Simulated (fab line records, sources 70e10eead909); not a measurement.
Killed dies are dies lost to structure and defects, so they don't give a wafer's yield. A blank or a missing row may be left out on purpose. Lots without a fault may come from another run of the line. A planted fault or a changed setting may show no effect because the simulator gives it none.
Chamber matching | flow nand_harc | NHARC_A_WL_FILL_ALD_00 on ald_hk-03: 4 sister chambers
The step deposits Al2O3, target thk 3 nm, pulse time 3 s, ald cycles 30. 14 wafers are shown with their chamber, then 6 later ones without.

WAFERS WITH THEIR CHAMBER
wafer  | chamber | heater_power_w (W) | precursor_pulse_height_rel
L624.1 | 0       | 419                | 0.994
L624.2 | 2       | 451                | 1.003
L624.4 | 1       | 406                | 1.018
L626.1 | 2       | 441                | 0.995
L626.4 | 1       | 413                | 1.000
L627.1 | 0       | 414                | 0.966
L627.2 | 3       | 535                | 0.992
L627.4 | 2       | 457                | 0.995
L638.2 | 0       | 443                | 0.964
L638.4 | 1       | 399                | 0.997
L638.5 | 1       | 404                | 0.983
L636.1 | 3       | 517                | 1.010
L636.3 | 0       | 437                | 1.018
L636.4 | 1       | 408                | 1.015

SIGNATURES (means of the wafers above)
reading                    | chamber 0 | chamber 1 | chamber 2 | chamber 3 | scatter within a chamber
heater_power_w             | 428.25    | 406.00    | 449.67    | 526.00    | 9.91
precursor_pulse_height_rel | 0.98550   | 1.00260   | 0.99767   | 1.00100   | 0.0173
Rule: a wafer's distance from a chamber is the root of the sum, over the readings, of the square of ((its reading less the chamber's mean) divided by the reading's scatter). The wafer belongs to the nearest chamber; if the next one is less than 2 further off, it can't be placed. The scatter: the root of (the sum of the squares of (reading less its chamber's mean) over the shown wafers, divided by (wafers less chambers)).

WAFERS WITHOUT THEIR CHAMBER
wafer  | heater_power_w (W) | precursor_pulse_height_rel
L639.1 | 443                | 0.986
L639.2 | 408                | 0.996
L639.4 | 430                | 0.984
L640.1 | 436                | 1.003
L640.3 | 427                | 0.991
L640.4 | 404                | 0.986

WHICH CHAMBER EACH WENT THROUGH
wafer  | from the rows above          | in truth
L639.1 | can't be placed: 2 or 0      | 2
L639.2 | can't be placed: 1 or 0      | 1
L639.4 | can't be placed: 0 or 2      | 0
L640.1 | can't be placed: 0 or 2 or 1 | 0
L640.3 | can't be placed: 0 or 1 or 2 | 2
L640.4 | can't be placed: 1 or 0      | 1
Placed correctly: 0 of 6. Can't be placed from these rows: 6 (the true chamber is among the candidates in 6). Placed wrongly: 0.
